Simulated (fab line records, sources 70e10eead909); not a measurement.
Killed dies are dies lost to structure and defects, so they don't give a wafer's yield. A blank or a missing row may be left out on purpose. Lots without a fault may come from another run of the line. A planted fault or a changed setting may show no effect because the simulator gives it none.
fab line records | flow nand_harc
record lots=12 wafers=36 last_day=24
route steps=1159 shown A_BLC@993 A_M1@1031 END@1159
lots that met no fault: from a run of the same line without faults
start_h: hours from the record's first day to the start of the lot's first wafer shown | wait_h: hours since the lot's step before | " the same as in the row above | L1.1+2: a row that stands for several wafers | - no value, or no start given | * or withheld: withheld | < > ~ a bound
route shown NAME@n: a module of which the file shows steps, and the number in the route of the first | usual: mean/standard deviation of fault-free wafers | same: alike in all rows | chamber/n: place in a boat | sites: the reading at each site | _std_site: their standard deviation | _edge_site: outer sites' mean less inner sites' | radius_mm: how far each site lies from the wafer's centre | mask NAME#n: copy n | behind: the tool/chamber that last shaped the wafer | hold: why the lot was held/for how many hours/how that ended | device: the transistor (n, p or np) that didn't switch | end of line: the same wafers' tests at the end of the route | a step without rows: its recipe alone | killed: dies lost to structure and defects at the first sort, not the wafer's yield | map: a wafer's dies, x killed, . not, _ none there
set.NAME: the setting as run; set.NAME@STEP: as run at that earlier step | model.NAME: the simulator's own value behind a step, which no gauge read
steps of the route over a sample of lots; a table a step, a row a wafer
services: from which hour (start_h, from the record's first day; less than 0 if before it) a tool's chamber was out of use, for how many hours, and why
## steps
# step NHARC_A_BLC_INSPECT_28
# usual raw_defect_count=456/110
# columns lot.wafer tool chamber start_h wait_h raw_defect_count
L559.2 defect_inspect-01 - 401.94 0.1 338
L559.3 " - " " 340
L559.4 " - " " 416
L560.3 defect_inspect-01 - 409.17 0.1 644
L560.4 " - " " 388
L560.6 " - " " 385
L564.1 defect_inspect-01 - 413.67 0.1 307
L564.2 " - " " 374
L564.6 " - " " 404
L566.1 defect_inspect-02 - 424.47 0.1 333
L566.2 " - " " 337
L566.6 " - " " 448
L562.1 defect_inspect-02 - 424.90 0.1 441
L562.5 " - " " 424
L562.6 " - " " 441
L565.1 defect_inspect-02 - 433.95 0.1 750
L565.3 " - " " 569
L565.6 " - " " 571
L563.1 defect_inspect-02 - 434.92 0.1 385
L563.2 " - " " 350
L563.4 " - " " 542
L567.2 defect_inspect-02 - 453.28 0.1 431
L567.3 " - " " 580
L567.6 " - " " 780
L569.1 defect_inspect-01 - 457.98 0.1 334
L569.2 " - " " 374
L569.5 " - " " 282
L570.1 defect_inspect-01 - 462.87 0.1 340
L570.4 " - " " 343
L570.6 " - " " 350
L581.3 defect_inspect-02 - 534.55 0.1 359
L581.4 " - " " 402
L581.6 " - " " 460
L582.1 defect_inspect-02 - 542.41 0.1 417
L582.2 " - " " 413
L582.4 " - " " 473
# step NHARC_A_M1_SOFTBAKE_04
# recipe temp_c=105 time_s=55
# usual heater_power_total_W=188.44/0.14 resist_line_temp_C=22.99/0.1
# columns lot.wafer tool chamber start_h wait_h heater_power_total_W resist_line_temp_C
L559.2 litho_track-04 0 406 - 188.71 22.81
L559.3 " 0 " " 188.29 22.86
L559.4 " 0 " " 188.24 22.91
L560.3 litho_track-04 0 413 - 188.38 22.95
L560.4 " 0 " " 188.82 22.86
L560.6 " 0 " " 188.38 22.82
L564.1 litho_track-01 0 418 - 188.47 22.97
L564.2 " 0 " " 188.63 23.07
L564.6 " 0 " " 188.60 22.94
L566.1 litho_track-06 0 428 - 188.34 22.83
L566.2 " 0 " " 188.47 22.91
L566.6 " 0 " " 188.45 22.86
L562.1 litho_track-04 0 429 - 188.45 22.98
L562.5 " 0 " " 188.28 22.99
L562.6 " 0 " " 188.46 22.93
L565.1 litho_track-06 0 438 - 188.34 22.96
L565.3 " 0 " " 188.27 22.90
L565.6 " 0 " " 188.70 23.01
L563.1 litho_track-04 0 439 - 188.34 23.01
L563.2 " 0 " " 188.28 22.79
L563.4 " 0 " " 188.41 22.91
L567.2 litho_track-06 0 457 - 188.32 22.89
L567.3 " 0 " " 188.47 22.81
L567.6 " 0 " " 188.39 22.81
L569.1 litho_track-01 0 462 - 188.27 22.95
L569.2 " 0 " " 188.45 22.90
L569.5 " 0 " " 188.42 22.92
L570.1 litho_track-04 0 467 - 188.39 22.96
L570.4 " 0 " " 188.37 23.18
L570.6 " 0 " " 188.42 22.92
L581.3 litho_track-06 0 539 - 222.54 23.10
L581.4 " 0 " " 188.64 23.05
L581.6 " 0 " " 188.53 22.92
L582.1 litho_track-06 0 547 - 222.48 22.95
L582.2 " 0 " " 188.65 22.88
L582.4 " 0 " " 188.48 22.90
# step NHARC_A_M1_DESCUM_14
# recipe time_s=3 o2_flow_sccm=200 ar_flow_sccm=0 bias_power_w=0 chemistry=O2
# usual drypump_motor_current_A=5.6/0.5 oes_product_au=1.002/0.0092 rf_vpp_V=57.9/0.94 showerhead_plenum_p_Torr=1.91/0.092 throttle_valve_pct=11.311/0.0087
# same bias_power_w=0
# columns lot.wafer tool chamber start_h wait_h drypump_motor_current_A oes_product_au rf_hours_counter_h rf_vpp_V showerhead_plenum_p_Torr throttle_valve_pct
L559.3 rie_diel-04 3 407.07 0.1 5.4 0.999 5.9 57.7 1.87 11.310
L559.4 " 1 " " 6.0 1.008 6.4 57.3 1.85 11.306
L559.2 " 2 " " 5.8 0.995 6.4 58.6 1.84 11.309
L560.4 rie_diel-10 0 414.26 0.1 4.9 0.994 1.1 58.0 1.82 11.305
L560.3 " 3 " " 6.4 0.984 1.1 58.6 1.93 11.307
L560.6 " 1 " " 5.0 0.995 - 58.0 2.05 11.325
L564.1 rie_diel-10 0 418.82 0.1 4.9 1.001 1.1 57.6 1.82 11.310
L564.2 " 3 " " 6.4 0.997 1.2 57.7 1.93 11.307
L564.6 " 1 " " 5.0 0.998 - 57.7 2.05 11.304
L566.2 rie_diel-10 1 429.47 0.1 5.0 1.006 1.4 57.5 2.05 11.304
L566.1 " 3 " " 6.4 0.996 1.5 58.1 1.93 11.325
L566.6 " 1 " " 5.0 1.000 - 59.7 2.05 11.308
L562.1 rie_diel-06 2 430.46 0.1 5.8 0.978 0 56.8 1.81 11.307
L562.5 " 3 " " 4.7 1.007 - 57.8 1.99 11.316
L562.6 " 0 " " 5.8 1.004 - 58.7 1.88 11.301
L565.3 rie_diel-10 1 439.19 0.1 5.0 1.007 1.7 59.1 2.05 11.308
L565.1 " 2 " " 5.8 1.001 1.7 58.1 2.03 11.300
L565.6 " 0 " " 4.9 0.997 - 58.3 1.82 11.290
L563.1 rie_diel-06 2 440.00 0.1 5.8 1.007 0.5 58.4 1.81 11.316
L563.2 " 3 " " 4.7 0.997 0.4 58.5 1.99 11.328
L563.4 " 1 " " 6.3 1.007 0.7 56.9 1.79 11.317
L567.3 rie_diel-10 0 458.43 0.1 4.9 1.000 2.3 57.0 1.82 11.294
L567.2 " 1 " " 5.0 0.992 2.2 57.5 2.05 11.304
L567.6 " 2 " " 5.8 0.990 - 57.8 2.03 11.315
L569.1 rie_diel-06 2 463.04 0.1 5.8 1.001 2.0 57.3 1.81 11.314
L569.2 " 1 " " 6.3 1.011 2.0 58.2 1.79 11.318
L569.5 " 2 " " 5.8 1.001 - 57.8 1.81 11.319
L570.1 rie_diel-06 2 468.54 0.1 5.8 0.996 2.3 57.7 1.81 11.332
L570.4 " 3 " " 4.7 1.007 2.2 58.8 1.99 11.328
L570.6 " 2 " " 5.8 1.004 - 56.9 1.81 11.305
L581.4 rie_diel-10 2 539.89 0.1 5.8 0.994 0 58.8 2.03 11.306
L581.3 " 0 " " 4.9 0.996 0 58.2 1.82 11.309
L581.6 " 2 " " 5.8 1.000 - 58.6 2.03 11.307
L582.1 rie_diel-06 2 547.55 0.1 5.8 0.993 7.9 58.1 1.81 11.316
L582.4 " 3 " " 4.7 0.995 7.2 59.6 1.98 11.296
L582.2 " 1 " " 6.3 0.996 8.4 56.4 1.78 11.307
# step NHARC_A_M1_ETCH_15
# recipe target_depth_a=1825 time_s=91.2 c4f8_flow_sccm=withheld ar_flow_sccm=400 rf_w=600 bias_w=300 chemistry=C4F8/Ar
# usual bias_w=300.1/0.96 oes_product_au=0.958/0.021 rf_vpp_V=440.4/2.8
# columns lot.wafer tool chamber start_h wait_h bias_w oes_product_au rf_hours_counter_h rf_vpp_V
L559.4 rie_diel-04 3 - - 299.3 0.948 5.9 440.2
L559.3 " 1 " " 299.6 0.984 6.4 438.8
L559.2 " 2 " " 298.8 0.978 6.4 439.5
L560.4 rie_diel-10 3 - - 299.8 0.954 1.1 440.0
L560.3 " 1 " " 299.9 0.944 1.0 445.2
L560.6 " 2 " " 300.6 0.949 - 443.7
L564.1 rie_diel-10 1 - - 299.7 0.927 1.1 445.1
L564.2 " 3 " " 299.7 0.916 1.2 440.8
L564.6 " 1 " " 301.5 0.929 - 444.5
L566.2 rie_diel-10 1 - - 298.2 0.962 1.5 445.5
L566.1 " 2 " " 299.1 0.958 1.5 444.9
L566.6 " 1 " " 299.2 0.963 - 445.1
L562.1 rie_diel-06 3 - - 299.1 0.959 0.0 443.7
L562.5 " 0 " " 300.9 0.957 - 438.6
L562.6 " 1 " " 300.4 0.986 - 435.8
L565.3 rie_diel-10 3 - - 299.2 0.921 1.7 442.3
L565.1 " 2 " " 300.6 0.920 1.7 444.8
L565.6 " 3 " " 298.6 0.918 - 440.4
L563.1 rie_diel-06 2 - - 300.6 0.951 0.5 439.1
L563.2 " 3 " " 298.6 0.969 0.5 442.0
L563.4 " 0 " " 299.6 0.984 0.7 440.3
L567.3 rie_diel-10 2 - - 299.7 0.955 2.2 444.0
L567.2 " 3 " " 299.6 0.969 2.3 442.0
L567.6 " 2 " " 297.8 0.957 - 444.5
L569.2 rie_diel-06 3 - - 300.6 0.973 2.0 442.3
L569.1 " 1 " " 301.6 0.981 2.1 437.3
L569.5 " 0 " " 300.2 0.996 - 440.7
L570.1 rie_diel-06 3 - - 299.9 0.981 2.2 441.6
L570.4 " 0 " " 302.4 0.991 2.3 440.5
L570.6 " 3 " " 299.5 0.971 - 442.4
L581.3 rie_diel-10 3 - - 299.4 0.990 0.0 441.4
L581.4 " 1 " " 300.1 0.992 0.0 443.3
L581.6 " 0 " " 299.3 0.980 - 438.2
L582.2 rie_diel-06 3 - - 299.7 0.952 7.3 441.8
L582.4 " 0 " " 300.6 0.984 8.0 440.2
L582.1 " 1 " " 301.4 0.980 8.4 436.8
# step NHARC_END_SORT_01
# recipe temp_c=25
# usual defect_limited_yield=95.2/1.6 killed_at_array=29/10 killed_at_other=0.7/1.1 killed_at_periphery=3.2/2.2 killed_dies=33/11 killed_open=3.5/1.8 killed_short=2.0/1.4 sort_bin_2_pct=1.5/0.61 sort_bin_3_pct=0.29/0.22 sort_bin_4_pct=3.1/1.1 sort_n_pass=644/11 sort_rim_yield_pct=95/3.3 sort_yield_pct=95.2/1.6
# same gross_dies=677 sort_bin_5_pct[%]=0 sort_bin_6_pct[%]=0 sort_bin_7_pct[%]=0 sort_bin_8_pct[%]=0 sort_rim_n_gross=106.00
# columns lot.wafer tool chamber start_h wait_h defect_limited_yield[%] killed_at_array killed_at_other killed_at_periphery killed_dies killed_open killed_short sort_bin_2_pct[%] sort_bin_3_pct[%] sort_bin_4_pct[%] sort_n_pass sort_rim_yield_pct[%] sort_yield_pct[%]
L569.1 prober-01 0 505.93 2.5 96.0 26 1 0 27 3 1 1.2 0 2.8 650 96 96.0
L569.2 prober-01 0 506.72 2.8 95.9 26 2 0 28 2 2 1.3 0 2.8 649 96 95.9
L569.5 prober-01 0 509.11 3.7 95.4 29 1 1 31 2 3 0.9 0 3.7 646 93 95.4
# killed by level:class
L569.1 A_CHANNEL_HOLE_D1:chamber_film_flake=12 A_STAIRCASE:chamber_film_flake=4 A_CONTACT:chamber_film_flake=4 A_M0:geometric_particle:open=2 A_SLIT:chamber_film_flake=2 A_CONTACT:geometric_particle:short=1 A_CONTACT:geometric_particle:open=1 THIN_TSV:chamber_film_flake=1
L569.2 A_CHANNEL_HOLE_D1:chamber_film_flake=12 A_STAIRCASE:chamber_film_flake=5 A_SLIT:chamber_film_flake=3 A_CONTACT:chamber_film_flake=2 THIN_TSV:chamber_film_flake=2 A_ONON_D1:geometric_particle:short=1 A_CHANNEL_FILL_D1:geometric_particle:open=1 A_WL_FILL:geometric_particle:short=1
L569.5 A_CHANNEL_HOLE_D1:chamber_film_flake=14 A_SLIT:chamber_film_flake=5 A_STAIRCASE:chamber_film_flake=3 A_CONTACT:geometric_particle:open=2 A_CONTACT:chamber_film_flake=2 A_ONON_D1:geometric_particle:short=1 A_CHANNEL_FILL_D1:geometric_particle:short=1 A_CONTACT:geometric_particle:short=1
## services
# columns tool chamber start_h hours kind
rie_diel-10 0 387.29 - clean
rie_diel-10 1 387.29 - clean
rie_diel-10 2 387.29 - clean
rie_diel-10 3 387.29 - clean
rie_diel-06 0 395.45 15.0 repair
rie_diel-10 0 411.79 - clean
rie_diel-10 1 411.79 - clean
rie_diel-10 2 411.79 - clean
rie_diel-10 3 411.79 - clean
rie_diel-06 - 418.21 9.0 pm
rie_diel-10 0 436.29 - clean
rie_diel-10 1 436.29 - clean
rie_diel-10 2 436.29 - clean
rie_diel-10 3 436.29 - clean
litho_track-01 - 443.00 7.0 pm
rie_diel-04 - 465.90 9.0 pm
litho_track-06 - 467.00 7.0 pm
rie_diel-06 3 477.56 6.1 repair
litho_track-04 - 491.00 7.0 pm
rie_diel-04 2 493.21 5.8 repair
rie_diel-04 0 515.87 7.0 repair
rie_diel-10 - 530.78 9.0 pm
rie_diel-04 0 538.07 4.8 repair
rie_diel-04 2 539.08 13.7 repair
## key
first_sign step=NHARC_A_M1_SOFTBAKE_04 reading=heater_power_total_W direction=up sigmas=99+ usual=* struck=*
effect none on later readings
met_at NHARC_A_M1_SOFTBAKE_04
struck_lots L581,L582
struck_wafers L581.3,L582.1
not_acting_at NHARC_A_BLC_INSPECT_28,NHARC_A_M1_DESCUM_14,NHARC_A_M1_ETCH_15
onset_between 457 539
fault kind=process_parameter_drift tool=litho_track-06 chamber=- onset_h=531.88 steps=NHARC_A_M1_SOFTBAKE_04 channel=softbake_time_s offset=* shape=step end_h=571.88 scope=struck_wafers_only acts_in=* stated=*
